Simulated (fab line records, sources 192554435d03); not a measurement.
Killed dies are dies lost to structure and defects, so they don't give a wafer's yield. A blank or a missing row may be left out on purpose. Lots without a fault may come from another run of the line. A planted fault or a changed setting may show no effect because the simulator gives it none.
fab line records | flow n5_finfet
record lots=5 wafers=15 last_day=17
route steps=1938 shown WELL_APT@41 PMOS_HMC_CHANNEL_EPI@57 BEOL_M4@1111 PASSIVATION@1936
lots that met no fault: from a run of the same line without faults
start_h: hours from the record's first day to the start of the lot's first wafer shown | wait_h: hours since the lot's step before | " the same as in the row above | L1.1+2: a row that stands for several wafers | - no value, or no start given | * or withheld: withheld | < > ~ a bound
route shown NAME@n: a module of which the file shows steps, and the number in the route of the first | usual: mean/standard deviation of fault-free wafers | same: alike in all rows | chamber/n: place in a boat | sites: the reading at each site | _std_site: their standard deviation | _edge_site: outer sites' mean less inner sites' | radius_mm: how far each site lies from the wafer's centre | mask NAME#n: copy n | behind: the tool/chamber that last shaped the wafer | hold: why the lot was held/for how many hours/how that ended | device: the transistor (n, p or np) that didn't switch | end of line: the same wafers' tests at the end of the route | a step without rows: its recipe alone | killed: dies lost to structure and defects at the first sort, not the wafer's yield | map: a wafer's dies, x killed, . not, _ none there
set.NAME: the setting as run; set.NAME@STEP: as run at that earlier step | model.NAME: the simulator's own value behind a step, which no gauge read
lots at some steps of the route; a table a step, a row a wafer
services: from which hour (start_h, from the record's first day; less than 0 if before it) a tool's chamber was out of use, for how many hours, and why
## steps
# step N5_WELL_APT_DEVELOP_24
# recipe develop_time_s=45 rinse_liquid=surfactant_rinse dry=air_spin dev_temp_c=21
# step N5_WELL_APT_HARDBAKE_29
# recipe temp_c=130 time_s=120
# step N5_WELL_APT_CD_MEAS_25
# recipe target_cd_nm=200 landing_energy_ev=500 detector=se_inlens
# usual cd_nm=199.5/2.9
# same landing_energy_ev=500
# columns lot.wafer tool chamber start_h wait_h cd_nm
L275.1 cd_sem-02 0 32.97 - 201.7
L275.5 " 0 " " 203.1
L275.6 " 0 " " 203.1
L276.1 cd_sem-03 0 38.98 - 197.9
L276.3 " 0 " " 197.7
L276.5 " 0 " " 197.8
L282.2 cd_sem-01 0 75.18 - 199.9
L282.3 " 0 " " 195.0
L282.4 " 0 " " 197.5
L289.2 cd_sem-03 0 116.79 - 199.6
L289.5 " 0 " " 194.3
L289.6 " 0 " " 195.9
L293.3 cd_sem-01 0 140.96 - 196.8
L293.4 " 0 " " 195.4
L293.6 " 0 " " 196.4
# step N5_WELL_APT_OVL_MEAS_26
# recipe points_per_wafer=44
# usual PWELL_OVL=6/5.1
# columns lot.wafer tool chamber start_h wait_h PWELL_OVL[nm]
L275.1 overlay-02 0 33.00 0.0 14
L275.5 " 0 " " 11
L275.6 " 0 " " 13
L276.1 overlay-02 0 39.01 0.0 9
L276.3 " 0 " " 8
L276.5 " 0 " " 9
L282.2 overlay-01 0 75.21 0.0 -7
L282.3 " 0 " " 3
L282.4 " 0 " " 3
L289.2 overlay-01 0 116.82 0.0 12
L289.5 " 0 " " 10
L289.6 " 0 " " 11
L293.3 overlay-01 0 140.99 0.0 7
L293.4 " 0 " " 8
L293.6 " 0 " " 5
# step N5_WELL_APT_INSPECT_27
# recipe mode=adi inspect_instrument=macro
# usual raw_defect_count=2.0/1.5
# columns lot.wafer tool chamber start_h wait_h raw_defect_count
L275.1 defect_inspect-01 - 33.02 0.0 4
L275.5 " - " " 5
L275.6 " - " " 3
L276.1 defect_inspect-01 - 39.04 0.0 1
L276.3 " - " " 0
L276.5 " - " " 6
L282.2 defect_inspect-01 - 75.24 0.0 0
L282.3 " - " " 5
L282.4 " - " " 1
L289.2 defect_inspect-01 - 116.85 0.0 1
L289.5 " - " " 1
L289.6 " - " " 2
L293.3 defect_inspect-02 - 141.01 0.0 4
L293.4 " - " " 1
L293.6 " - " " 1
# step N5_WELL_APT_DESCUM_30
# recipe chemistry=O2 time_s=7.9 source_power_w=50 bias_power_w=20 pressure_mtorr=20 rf_frequency_hz=2.712e+07 temp_c=40 o2_flow_sccm=225
# usual drypump_motor_current_A=5.9/0.47 oes_product_au=0.77/0.078 rf_fwd_power_W=49.69/0.19 rf_vpp_V=243.3/1.4 showerhead_plenum_p_Torr=2.10/0.073 throttle_valve_pct=20.40/0.2
# columns lot.wafer tool chamber start_h wait_h drypump_motor_current_A oes_product_au rf_fwd_power_W rf_hours_counter_h rf_vpp_V showerhead_plenum_p_Torr throttle_valve_pct
L275.1 rie_diel-02 3 33.07 0.0 6.6 0.80 49.69 103 243.4 2.11 20.38
L275.5 " 1 " " 5.4 0.75 49.91 - 243.5 2.08 20.31
L275.6 " 3 " " 6.6 0.80 49.82 - 244.5 2.11 20.37
L276.1 rie_diel-05 1 39.07 0.0 6.2 0.77 49.72 145 242.1 2.09 20.17
L276.3 " 2 " " 5.7 0.70 49.60 202 243.9 2.09 20.54
L276.5 " 1 " " 6.2 0.77 49.79 - 242.9 2.09 20.18
L282.2 rie_diel-02 1 75.27 0.0 5.5 0.74 49.73 158 243.2 2.08 20.35
L282.3 " 3 " " 6.6 0.78 49.82 118 242.4 2.10 20.41
L282.4 " 0 " " 6.0 0.82 49.74 71 241.3 2.01 20.21
L289.2 rie_diel-05 2 116.95 0.1 5.7 0.69 49.59 229 241.5 2.08 20.56
L289.5 " 3 " " 5.5 0.90 49.45 - 244.2 2.24 20.47
L289.6 " 2 " " 5.7 0.69 49.58 - 243.3 2.08 20.55
L293.3 rie_diel-05 0 141.05 0.0 5.6 0.70 49.40 232 241.6 2.05 20.40
L293.4 " 2 " " 5.7 0.68 49.85 237 243.2 2.07 20.58
L293.6 " 3 " " 5.5 0.90 49.60 - 244.5 2.24 20.47
# step N5_WELL_APT_IMPLANT_31
# recipe species=B energy_kev=60 dose_cm2=1.5e+13 tilt_deg=0 rotation_deg=0
# step N5_WELL_APT_IMPLANT_32
# recipe species=BF2 energy_kev=50 dose_cm2=2e+13 tilt_deg=0 rotation_deg=0
# step N5_WELL_APT_STRIP_33
# recipe chemistry=SPM time_s=900 temp_c=130 h2so4_h2o2_vol_ratio=4 dry=ipa_marangoni
# step N5_WELL_APT_RTA_34
# recipe temp_c=1000 time_s=10 ambient=N2 idle_temp_c=600 ramp_up_c_per_s=150 ramp_down_c_per_s=60 cool_to_c=600
# usual lamp_power_pct=13.00/0.059 lamp_zone_1_pct=12.994/0.028 lamp_zone_2_pct=12.994/0.025 wafer_temp_C_max=1003.6/1
# columns lot.wafer tool chamber start_h wait_h lamp_power_pct lamp_zone_1_pct lamp_zone_2_pct wafer_temp_C_max
L275.1 rtp_anneal-01 0 33.85 0.0 13.01 13.022 12.992 1002.6
L275.5 " 0 " " 13.00 12.975 12.992 1006.0
L275.6 " 0 " " 12.99 12.974 12.995 1002.7
L276.1 rtp_anneal-01 0 40.30 0.5 12.96 12.991 12.996 1003.0
L276.3 " 0 " " 12.93 13.005 12.982 1003.4
L276.5 " 0 " " 13.01 13.030 12.999 1003.9
L282.2 rtp_anneal-01 0 77.33 0.6 12.95 13.019 12.978 1003.6
L282.3 " 0 " " 13.03 12.988 12.975 1002.3
L282.4 " 0 " " 12.89 12.980 12.950 1002.8
L289.2 rtp_anneal-02 0 117.76 0.0 13.07 12.984 12.992 1003.0
L289.5 " 0 " " 13.04 13.035 12.972 1003.5
L289.6 " 0 " " 12.95 12.961 13.029 1002.7
L293.3 rtp_anneal-02 0 141.85 0.1 13.06 12.995 13.011 1002.3
L293.4 " 0 " " 13.07 13.008 12.969 1002.7
L293.6 " 0 " " 12.99 12.953 12.973 1003.2
# step N5_WELL_APT_OXIDE_STRIP_42
# recipe chemistry=dHF dilution=25:1 time_s=45 temp_c=25 target=SiO2 target_depth_a=120
# step N5_WELL_APT_PRECLEAN_36
# recipe chemistry=O3/DIW time_s=45 temp_c=22 o3_ppm=10
# step N5_WELL_APT_PRECLEAN_39
# recipe chemistry=dHF time_s=60 dilution=150:1 temp_c=25
# columns lot.wafer tool chamber start_h wait_h
L275.1+5+6 wet_bench-03 0,7,2 34.02 0.0
L276.1+3+5 wet_bench-06 6,5,0 40.49 0.0
L282.2+3+4 wet_bench-06 4,7,1 77.57 0.0
L289.2+5+6 wet_bench-01 5,4,6 117.91 0.0
L293.3+4+6 wet_bench-01 6,2,1 141.98 0.0
# step N5_WELL_APT_SRD_37
# recipe dry=ipa_marangoni do_ppb=5 time_s=30 temp_c=23 rinse_liquid=diw
# step N5_WELL_APT_EPI_41
# recipe material=Si target_thk_a=500 temp_c=650 precursor=SiH4/H2 pressure_torr=20 time_s=297.7
# usual chamber_pressure_Torr=20.00/0.044 throttle_valve_pct=11.5/0.55
# columns lot.wafer tool chamber start_h wait_h chamber_pressure_Torr throttle_valve_pct
L275.1 epi_rpcvd-03 0 34.09 0.0 20.01 11.6
L275.5 " 0 " " 20.03 12.0
L275.6 " 0 " " 20.04 11.7
L276.1 epi_rpcvd-01 0 40.55 0.0 20.04 12.1
L276.3 " 0 " " 19.99 11.8
L276.5 " 0 " " 20.02 12.0
L282.2 epi_rpcvd-01 0 77.83 0.1 20.03 11.8
L282.3 " 0 " " 20.00 12.0
L282.4 " 0 " " 19.99 12.0
L289.2 epi_rpcvd-01 0 118.08 0.1 20.05 12.0
L289.5 " 0 " " 19.98 12.2
L289.6 " 0 " " 20.05 12.1
L293.3 epi_rpcvd-04 0 142.25 0.2 19.93 11.0
L293.4 " 0 " " 20.01 10.8
L293.6 " 0 " " 19.98 10.9
# step N5_WELL_APT_INSPECT_38
# recipe inspect_instrument=darkfield mode=post_epi
# usual raw_defect_count=13/4.8
# columns lot.wafer tool chamber start_h wait_h raw_defect_count
L275.1 defect_inspect-01 - 34.93 0.7 10
L275.5 " - " " 11
L275.6 " - " " 12
L276.1 defect_inspect-01 - 41.39 0.7 14
L276.3 " - " " 13
L276.5 " - " " 17
L282.2 defect_inspect-02 - 78.37 0.4 11
L282.3 " - " " 630
L282.4 " - " " 7
L289.2 defect_inspect-01 - 118.62 0.4 9
L289.5 " - " " 13
L289.6 " - " " 10
L293.3 defect_inspect-01 - 142.68 0.3 19
L293.4 " - " " 19
L293.6 " - " " 17
# step N5_PMOS_HMC_CHANNEL_EPI_HM_DEP_34
# recipe material=SiO2 target_thk_a=360 temp_c=400 precursor=TEOS/O2 pressure_torr=6.5 rf_w=900 teos_flow_sccm=161.4 gas=O2 flow_sccm=2650 time_s=6.9
# usual chamber_pressure_Torr=6.500/0.013 heater_power_w=481/58 rf_fwd_power_W=888/4.2 showerhead_plenum_p_Torr=8.331/0.025 throttle_valve_pct=18.4/0.74
# columns lot.wafer tool chamber start_h wait_h chamber_pressure_Torr heater_power_w rf_fwd_power_W showerhead_plenum_p_Torr throttle_valve_pct
L275.1 pecvd-04 0 34.97 0.0 6.490 501 892 8.314 18.0
L275.5 " 0 " " 6.487 515 891 8.314 18.3
L275.6 " 1 " " 6.504 507 887 8.312 18.6
L276.1 pecvd-04 0 41.42 0.0 6.498 557 888 8.306 18.3
L276.3 " 0 " " 6.498 536 889 8.308 18.5
L276.5 " 1 " " 6.497 467 892 8.334 18.7
L282.2 pecvd-01 1 78.41 0.0 6.477 463 893 8.309 19.1
L282.3 " 2 " " 6.497 341 878 8.349 18.2
L282.4 " 2 " " 6.500 353 881 8.338 18.3
L289.2 pecvd-04 0 118.65 0.0 6.513 587 890 8.301 18.2
L289.5 " 0 " " 6.497 581 889 8.320 18.6
L289.6 " 2 " " 6.498 555 891 8.305 17.9
L293.3 pecvd-04 1 142.72 0.0 6.502 475 889 8.316 19.0
L293.4 " 2 " " 6.495 537 892 8.311 18.0
L293.6 " 0 " " 6.489 573 888 8.309 18.7
# step N5_PMOS_HMC_CHANNEL_EPI_COAT_31
# recipe resist=BARC temp_c=205 time_s=60 spin_rpm=1500 resist_thk_nm=66
# step N5_PMOS_HMC_CHANNEL_EPI_COAT_03
# recipe resist=CAR-ArF-block spin_rpm=1500 resist_thk_nm=205
# step N5_PMOS_HMC_CHANNEL_EPI_EBR_05
# recipe solvent=PGMEA ebr_width_mm=1.5
# step N5_PMOS_HMC_CHANNEL_EPI_SOFTBAKE_04
# recipe temp_c=110 time_s=60 resist=CAR-ArF-block
# step N5_PMOS_HMC_CHANNEL_EPI_EXPOSE_06
# recipe mask_id=PMOS_HMC_BLK na=1.35 source_shape=conventional sigma_outer=0.8 polarization=unpolarized target_cd_nm=240 dose_mj=41
# step N5_PMOS_HMC_CHANNEL_EPI_PEB_07
# recipe peb_temp_c=110 peb_time_s=60 resist=CAR-ArF-block
# step N5_PMOS_HMC_CHANNEL_EPI_DEVELOP_08
# recipe develop_time_s=30 developer=TMAH resist=CAR-ArF-block dev_temp_c=23 rinse_liquid=diw dry=air_spin
# step N5_PMOS_HMC_CHANNEL_EPI_CD_MEAS_09
# recipe target_cd_nm=237.4 landing_energy_ev=500 detector=se_inlens
# usual cd_nm=238.2/0.93
# same landing_energy_ev=500
# columns lot.wafer tool chamber start_h wait_h cd_nm
L275.1 cd_sem-01 0 35.38 - 238.0
L275.5 " 0 " " 239.4
L275.6 " 0 " " 237.8
L276.1 cd_sem-01 0 41.84 - 237.6
L276.3 " 0 " " 238.1
L276.5 " 0 " " 236.7
L282.2 cd_sem-03 0 78.81 - 237.4
L282.3 " 0 " " 236.2
L282.4 " 0 " " 237.7
L289.2 cd_sem-01 0 119.06 - 239.4
L289.5 " 0 " " 238.3
L289.6 " 0 " " 238.5
L293.3 cd_sem-03 0 143.13 - 238.4
L293.4 " 0 " " 238.2
L293.6 " 0 " " 239.4
# step N5_PMOS_HMC_CHANNEL_EPI_OVL_MEAS_10
# recipe points_per_wafer=44
# usual PMOS_HMC_BLK_OVL=0.1/0.72
# columns lot.wafer tool chamber start_h wait_h PMOS_HMC_BLK_OVL[nm]
L275.1 overlay-02 0 35.41 0.0 0.0
L275.5 " 0 " " -0.7
L275.6 " 0 " " 0.8
L276.1 overlay-01 0 41.88 0.0 0.6
L276.3 " 0 " " 0.4
L276.5 " 0 " " -1.0
L282.2 overlay-01 0 78.84 0.0 0.0
L282.3 " 0 " " 0.2
L282.4 " 0 " " 0.9
L289.2 overlay-02 0 119.09 0.0 -0.3
L289.5 " 0 " " 0.1
L289.6 " 0 " " 0.0
L293.3 overlay-01 0 143.15 0.0 0.8
L293.4 " 0 " " 0.2
L293.6 " 0 " " 0.7
# step N5_PMOS_HMC_CHANNEL_EPI_INSPECT_11
# recipe mode=adi inspect_instrument=macro
# usual raw_defect_count=2.1/1.5
# columns lot.wafer tool chamber start_h wait_h raw_defect_count
L275.1 defect_inspect-02 - 35.44 0.0 1
L275.5 " - " " 2
L275.6 " - " " 1
L276.1 defect_inspect-01 - 41.90 0.0 0
L276.3 " - " " 2
L276.5 " - " " 0
L282.2 defect_inspect-02 - 78.86 0.0 2
L282.3 " - " " >300
L282.4 " - " " 2
L289.2 defect_inspect-01 - 119.11 0.0 1
L289.5 " - " " 2
L289.6 " - " " 2
L293.3 defect_inspect-01 - 143.18 0.0 4
L293.4 " - " " 0
L293.6 " - " " 1
# step N5_PMOS_HMC_CHANNEL_EPI_DESCUM_14
# recipe chemistry=O2 time_s=7.9 source_power_w=50 bias_power_w=20 pressure_mtorr=20 rf_frequency_hz=2.712e+07 temp_c=40 resist=CAR-ArF-block o2_flow_sccm=225
# usual drypump_motor_current_A=5.6/0.47 oes_product_au=0.78/0.068 rf_fwd_power_W=49.38/0.23 rf_vpp_V=242.9/1.4 showerhead_plenum_p_Torr=2.08/0.064 throttle_valve_pct=20.48/0.29
# columns lot.wafer tool chamber start_h wait_h drypump_motor_current_A oes_product_au rf_fwd_power_W rf_hours_counter_h rf_vpp_V showerhead_plenum_p_Torr throttle_valve_pct
L275.1 rie_diel-04 3 35.81 0.4 4.9 0.74 49.70 160 242.1 2.07 20.37
L275.5 " 3 " " 4.9 0.74 49.45 - 243.8 2.07 20.35
L275.6 " 0 " " 6.0 0.85 49.34 - 242.6 2.02 20.29
L276.1 rie_diel-06 3 41.93 0.0 5.0 0.73 49.28 226 245.0 2.15 20.57
L276.3 " 0 " " 6.4 0.86 49.37 40 244.3 2.11 19.94
L276.5 " 0 " " 6.4 0.86 49.33 - 243.9 2.11 19.95
L282.2 rie_diel-03 2 78.90 0.0 5.2 0.75 49.05 142 243.3 2.18 20.61
L282.3 " 1 " " 5.6 0.75 49.14 160 243.9 2.10 20.44
L282.4 " 3 " " 5.7 0.78 49.33 120 240.8 2.01 20.69
L289.2 rie_diel-06 2 119.15 0.0 5.6 0.72 49.01 183 243.8 2.08 20.35
L289.5 " 1 " " 5.9 0.80 49.41 - 241.5 2.03 20.74
L289.6 " 0 " " 6.4 0.83 49.20 - 244.3 2.10 19.99
L293.3 rie_diel-04 0 143.21 0.0 6.0 0.80 49.37 111 242.5 2.01 20.35
L293.4 " 0 " " 6.1 0.80 49.45 - 242.6 2.01 20.33
L293.6 " 1 " " 5.5 0.67 49.50 - 244.9 2.15 21.10
# step N5_BEOL_M4_RC_MEAS_101
# usual DIBL_N=35.9/1.7 DIBL_P=35.8/2.2 IOFF_N=0.15/0.03 IOFF_P=0.21/0.036 ION_N=674/12 ION_P=463/7.2 SS_N=71.3/0.59 SS_P=73.1/0.69 VT_N=250/3 VT_P=-251/3.2
# columns lot.wafer tool chamber start_h wait_h DIBL_N[mV/V] DIBL_P[mV/V] IOFF_N[nA/um] IOFF_P[nA/um] ION_N[uA/um] ION_P[uA/um] SS_N[mV/dec] SS_P[mV/dec] VT_N[mV] VT_P[mV]
L275.1 prober-01 0 184.11 0.0 35.1 33.7 0.13 0.19 681 469 71.0 72.8 252 -251
L275.5 " 0 " " 37.1 35.6 0.17 0.21 675 460 70.9 73.4 248 -249
L275.6 " 0 " " 35.3 33.7 0.14 0.19 681 468 70.5 72.7 250 -249
L276.1 prober-01 0 186.03 0.0 37.2 37.6 0.18 0.23 682 464 71.9 73.4 249 -251
L276.3 " 0 " " 36.8 36.5 0.17 0.22 683 470 71.4 73.9 248 -249
L276.5 " 0 " " 37.8 38.2 0.19 0.25 678 469 72.3 74.0 248 -250
L282.2 prober-02 0 240.37 0.2 35.1 35.9 0.12 0.18 649 455 70.6 72.9 255 -253
L282.3 " 0 " " 35.4 36.5 0.14 0.19 674 462 70.5 73.2 249 -254
L282.4 " 0 " " 37.8 38.1 0.17 0.20 678 462 71.1 73.8 250 -251
L289.2 prober-01 0 271.74 0.2 39.8 40.8 0.26 0.31 709 479 72.2 74.6 242 -245
L289.5 " 0 " " 35.2 35.9 0.15 0.22 676 470 71.8 72.9 248 -248
L289.6 " 0 " " 31.8 31.7 0.10 0.16 663 462 71.2 71.7 255 -255
L293.3 prober-02 0 307.67 0.3 37.7 37.0 0.20 0.23 693 470 72.2 73.7 244 -250
L293.4 " 0 " " 35.1 33.8 0.14 0.19 672 461 72.2 72.1 250 -250
L293.6 " 0 " " 36.1 35.1 0.16 0.20 677 457 72.2 73.6 249 -250
# step N5_PASSIVATION_PROBE_49
# usual defect_limited_yield=91.0/1.5 killed_at_M0_to_M3=35/12 killed_at_M4_up=15/5.8 killed_at_contacts=14/7.2 killed_at_front_end=40/10 killed_at_other=3/3 killed_dies=106/18 killed_open=68/14 killed_short=35/7.2 sort_bin_4_leakage=0.00/0.0071 sort_bin_5_function=5.2/0.96 sort_bin_6_memory=3.3/0.69 sort_n_pass=1074/18 sort_yield_pct=91.0/1.5
# same gross_dies=1180 killed_at_back_side=0 sort_bin_8_speed[%]=0
# columns lot.wafer tool chamber start_h wait_h defect_limited_yield[%] killed_at_M0_to_M3 killed_at_M4_up killed_at_contacts killed_at_front_end killed_at_other killed_dies killed_open killed_short sort_bin_4_leakage[%] sort_bin_5_function[%] sort_bin_6_memory[%] sort_n_pass sort_yield_pct[%]
L275.1 prober-02 - 281.09 0.0 90.4 61 10 5 35 2 113 74 35 0 5.5 3.9 1067 90.4
L275.5 prober-02 - 281.29 0.2 88.7 63 14 10 46 0 133 100 31 0 7.0 3.8 1047 88.7
L275.6 prober-02 - 281.34 0.3 91.5 26 12 9 48 5 100 71 28 0 5.3 3.1 1080 91.5
L276.1 prober-02 - 288.47 0.0 90.7 24 24 10 46 6 110 74 35 0 4.9 4.1 1070 90.7
L276.3 prober-02 - 288.57 0.1 94.1 28 4 12 25 1 70 49 18 0 3.4 2.3 1110 94.1
L276.5 prober-02 - 288.67 0.2 91.9 23 16 13 42 1 95 52 42 0 4.7 3.3 1085 91.9
L282.2 prober-02 - 336.29 0.1 91.9 18 12 14 52 0 96 52 34 0 4.7 2.7 1084 91.9
L282.3 prober-02 - 336.34 0.1 82.8 19 3 16 163 2 203 56 23 0 11.2 3.6 977 82.8
L282.4 prober-02 - 336.39 0.2 93.5 24 11 9 26 7 77 50 25 0 3.7 2.4 1103 93.5
L289.2 prober-02 - 378.10 0.1 93.2 40 8 5 27 0 80 46 28 0.08 3.6 2.5 1099 93.1
L289.5 prober-02 - 378.25 0.2 92.3 43 9 5 32 2 91 53 38 0 4.0 3.2 1089 92.3
L289.6 prober-02 - 378.30 0.3 92.0 40 7 3 36 8 94 67 26 0 4.2 3.3 1086 92.0
L293.3 prober-02 - 415.39 0.1 91.7 22 12 10 42 12 98 63 33 0 5.1 3.1 1082 91.7
L293.4 prober-02 - 415.44 0.2 93.1 21 7 14 35 4 81 48 29 0 3.7 2.7 1099 93.1
L293.6 prober-02 - 415.54 0.3 89.7 33 17 7 59 6 122 56 60 0 6.6 3.1 1058 89.7
# killed by level:class
L275.1 BEOL_M2:geometric_particle:open=18 BEOL_M0_SAQP:geometric_particle:open=15 BEOL_M0_SAQP:geometric_particle:short=10 STI_FIN_REVEAL:geometric_particle:open=8 BEOL_M3:geometric_particle:open=8 DUMMY_GATE:geometric_particle:open=6 STARTING-WAFER:geometric_particle:short=5 FIN_SAQP:geometric_particle:open=4
L275.5 BEOL_M3:geometric_particle:open=26 BEOL_M2:geometric_particle:open=12 FIN_SAQP:geometric_particle:open=9 MOL_CONTACT_COAG:geometric_particle:open=9 STI_FIN_REVEAL:geometric_particle:open=8 BEOL_M0_SAQP:geometric_particle:short=7 FIN_SAQP:geometric_particle:short=6 BEOL_M1:geometric_particle:open=6
L275.6 FIN_SAQP:geometric_particle:open=14 FIN_SAQP:geometric_particle:short=8 BEOL_M3:geometric_particle:open=8 MOL_CONTACT_COAG:geometric_particle:open=8 STI_FIN_REVEAL:geometric_particle:open=7 DUMMY_GATE:geometric_particle:open=4 BEOL_M0_SAQP:geometric_particle:open=4 BEOL_M0_SAQP:geometric_particle:short=4
L276.1 BEOL_M4:geometric_particle:open=11 FIN_SAQP:geometric_particle:open=10 FIN_SAQP:geometric_particle:short=8 STI_FIN_REVEAL:geometric_particle:open=7 MOL_CONTACT_COAG:geometric_particle:open=7 BEOL_M3:geometric_particle:open=7 BEOL_M0_SAQP:geometric_particle:open=6 ILD0:geometric_particle:open=5
L276.3 MOL_CONTACT_COAG:geometric_particle:open=10 STI_FIN_REVEAL:geometric_particle:open=7 BEOL_M2:geometric_particle:open=7 FIN_SAQP:geometric_particle:short=6 BEOL_M0_SAQP:geometric_particle:open=5 BEOL_M4:geometric_particle:open=4 FIN_SAQP:geometric_particle:open=3 ILD0:geometric_particle:open=3
L276.5 FIN_SAQP:geometric_particle:short=18 MOL_CONTACT_COAG:geometric_particle:open=12 GATE_CUT:geometric_particle:short=8 BEOL_M0_SAQP:geometric_particle:open=6 FIN_SAQP:geometric_particle:open=5 BEOL_M4:geometric_particle:open=5 BEOL_M2:geometric_particle:open=5 BEOL_M0_SAQP:geometric_particle:short=4
L282.2 FIN_SAQP:geometric_particle:short=15 MOL_CONTACT_COAG:geometric_particle:open=12 FIN_SAQP:geometric_particle:open=8 HKMG_FIN:area_etch=7 ILD0:geometric_particle:short=5 BEOL_M1:geometric_particle:open=4 STARTING-WAFER:geometric_particle:open=4 STI_FIN_REVEAL:geometric_particle:open=3
L282.3 WELL_APT:unspecified=123 MOL_CONTACT_COAG:geometric_particle:open=14 FIN_SAQP:geometric_particle:open=9 FIN_SAQP:geometric_particle:short=7 DUMMY_GATE:geometric_particle:open=6 ILD0:geometric_particle:open=5 STARTING-WAFER:geometric_particle:short=5 BEOL_M2:geometric_particle:open=4
L282.4 STI_FIN_REVEAL:geometric_particle:open=7 FIN_SAQP:geometric_particle:open=6 MOL_CONTACT_COAG:geometric_particle:open=5 BEOL_M0:geometric_particle:open=4 MOL_CONTACT_COAG:geometric_particle:short=3 BEOL_M0_SAQP:geometric_particle:short=3 BEOL_M1:geometric_particle:open=3 BEOL_M3:geometric_particle:open=3
L289.2 BEOL_M0_SAQP:geometric_particle:short=11 BEOL_M0_SAQP:geometric_particle:open=8 BEOL_M3:geometric_particle:open=7 BEOL_M2:geometric_particle:open=6 HKMG_FIN:area_etch=6 STI_FIN_REVEAL:geometric_particle:open=5 MOL_CONTACT_COAG:geometric_particle:open=5 FIN_SAQP:geometric_particle:open=4
L289.5 BEOL_M3:geometric_particle:open=16 FIN_SAQP:geometric_particle:short=11 BEOL_M0_SAQP:geometric_particle:short=9 BEOL_M1:geometric_particle:open=8 GATE_CUT:geometric_particle:short=5 MOL_CONTACT_COAG:geometric_particle:open=5 BEOL_M4:geometric_particle:open=5 BEOL_M0_SAQP:geometric_particle:open=4
L289.6 BEOL_M3:geometric_particle:open=11 STI_FIN_REVEAL:geometric_particle:open=10 FIN_SAQP:geometric_particle:open=7 BEOL_M2:geometric_particle:open=7 GATE_CUT:geometric_particle:open=6 BEOL_M0_SAQP:geometric_particle:open=6 BEOL_M4:geometric_particle:open=5 PASS1_CAP:geometric_particle:open=5
L293.3 STI_FIN_REVEAL:geometric_particle:open=16 BEOL_M0_SAQP:geometric_particle:open=7 MOL_CONTACT_COAG:geometric_particle:open=7 STARTING-WAFER:geometric_particle:short=6 FIN_SAQP:geometric_particle:open=5 ILD0:geometric_particle:short=5 BEOL_M0_SAQP:geometric_particle:short=5 BEOL_M1:geometric_particle:open=4
L293.4 MOL_CONTACT_COAG:geometric_particle:open=9 BEOL_M0_SAQP:geometric_particle:open=7 BEOL_M0_SAQP:geometric_particle:short=7 FIN_SAQP:geometric_particle:short=6 FIN_SAQP:geometric_particle:open=6 STI_FIN_REVEAL:geometric_particle:open=5 STARTING-WAFER:geometric_particle:open=5 ILD0:geometric_particle:short=4
L293.6 FIN_SAQP:geometric_particle:short=20 BEOL_M0_SAQP:geometric_particle:short=14 FIN_SAQP:geometric_particle:open=12 BEOL_M4:geometric_particle:open=7 MOL_CONTACT_COAG:geometric_particle:open=6 BEOL_M1:geometric_particle:open=6 BEOL_M0_SAQP:geometric_particle:open=5 STI_FIN_REVEAL:geometric_particle:short=4
# map L282.3 (x killed, . not)
_________________........x...________________
______________...x.x..x...x....._____________
___________.........x..x.....x.....__________
__________........x................x_________
________.xx....x........x............._______
_______...x..x...............xx........______
______..........................x......._____
_____.................x........x....x.x..____
____.....x...................x.......x....___
___......................x.................__
___x.......................x..............x__
__.............................x...x.x......_
__.......x.......x.....................x...._
_.......x................................x...
_...............x.x..xx..x........x.x......x.
_x.................x...x....x......x....x....
_................................xx..xx......
_............x.........x..........x.xxxx.....
_..................x...........xxx.xxxxxxx...
_..............................xxxxxxxx..xxx.
_.x.......x........x.x..x....xxxxxxxxxxxxxx.x
__............................xxxxxxxxxxxxxx_
__...x................xx...xx...xxxxxxxxxxxx_
___..........................xxxxxxxxxxxxxx__
___......x.....................xxxxxxxxxx..__
____.........................xxxxxxxxxxxxx___
_____..................x........xxxx.xxxx____
______....x......x..x............xx.xx.._____
_______...........................x.xxx______
________..............x......x........_______
__________....x....x.......x..x....._________
___________x..x....................__________
______________.................._____________
_________________...x........________________
# map L276.1 (x killed, . not)
_________________.........x..________________
______________......x.....x....._____________
___________x.............x.........__________
__________.....xx.........x........._________
________........x.x.....x.....xx...xx._______
_______.....x..x...x...................______
______...................x....x.....x..._____
_____....x...x...........................____
____.x.........x......x.........xx..x.....___
___x...................................x...__
___...xx.....xx............................__
__.....................x..x....x..x........._
__....x...........................x........._
_...............xx...........x...............
_..............................x...x.........
_...........x...........x..x.........x.......
_.x.xx...x..x.......x......x...............xx
_.......x.x.......................x..........
_.....................x.x....................
_........x.........xx......................x.
_..................xx..x.....x.........xx.x..
__.......x.................................._
__...x...............x.........x............_
___.x.........................x............__
___.x........xxx......x............x....x..__
____........................x..x.......x..___
_____............x..x.x......x...........____
______........x........x................_____
_______.x..............x....x..........______
________.......x.......x.............._______
__________.......xx.......x......x.._________
___________........................__________
______________...........x.....x_____________
_________________.......xx...________________
## services
# columns tool chamber start_h hours kind
pecvd-04 - 9.36 1.2 repair
rie_diel-05 0 18.58 8.0 repair
rie_diel-02 2 19.36 - clean
pecvd-04 2 21.12 - clean
pecvd-04 2 21.12 - consumable_replace:showerhead
pecvd-04 2 21.12 29.0 scheduled_down
pecvd-04 2 21.12 29.0 vent_cycle
rie_diel-05 3 26.95 - clean
rie_diel-05 3 26.95 - consumable_replace:focus_ring
rie_diel-05 3 26.95 - consumable_replace:showerhead
rie_diel-05 3 26.95 23.5 scheduled_down
rie_diel-05 3 26.95 23.5 vent_cycle
rie_diel-03 2 35.40 2.9 repair
rtp_anneal-02 - 39.46 5.1 pm
rie_diel-03 3 47.03 9.6 repair
pecvd-01 - 50.96 0.6 repair
rie_diel-04 3 51.94 10.1 repair
pecvd-04 - 54.00 14.6 pm
pecvd-04 - 73.13 0.7 repair
rie_diel-03 1 101.96 13.8 repair
epi_rpcvd-04 - 108.16 0.8 repair
pecvd-04 1 109.29 5.5 scheduled_down
epi_rpcvd-01 - 112.80 4.3 pm
rie_diel-04 3 133.22 25.4 repair
## key
first_sign step=N5_WELL_APT_INSPECT_38 reading=raw_defect_count direction=up sigmas=99+ usual=13 struck=630
effect step=N5_PMOS_HMC_CHANNEL_EPI_INSPECT_11 reading=raw_defect_count direction=up sigmas=99+ usual=2.1 struck=>300
effect step=N5_PASSIVATION_PROBE_49 reading=killed_at_front_end direction=up sigmas=12 usual=40 struck=163
more_kills_born_at N5_WELL_APT_PRECLEAN_39@wet_bench-06=123
met_at N5_WELL_APT_PRECLEAN_39
struck_wafers L282.3
fault kind=chamber_particle_source tool=wet_bench-06 chamber=7 onset_h=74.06 steps=N5_WELL_APT_PRECLEAN_39 rate_per_visit_cm2=0.90812 end_h=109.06
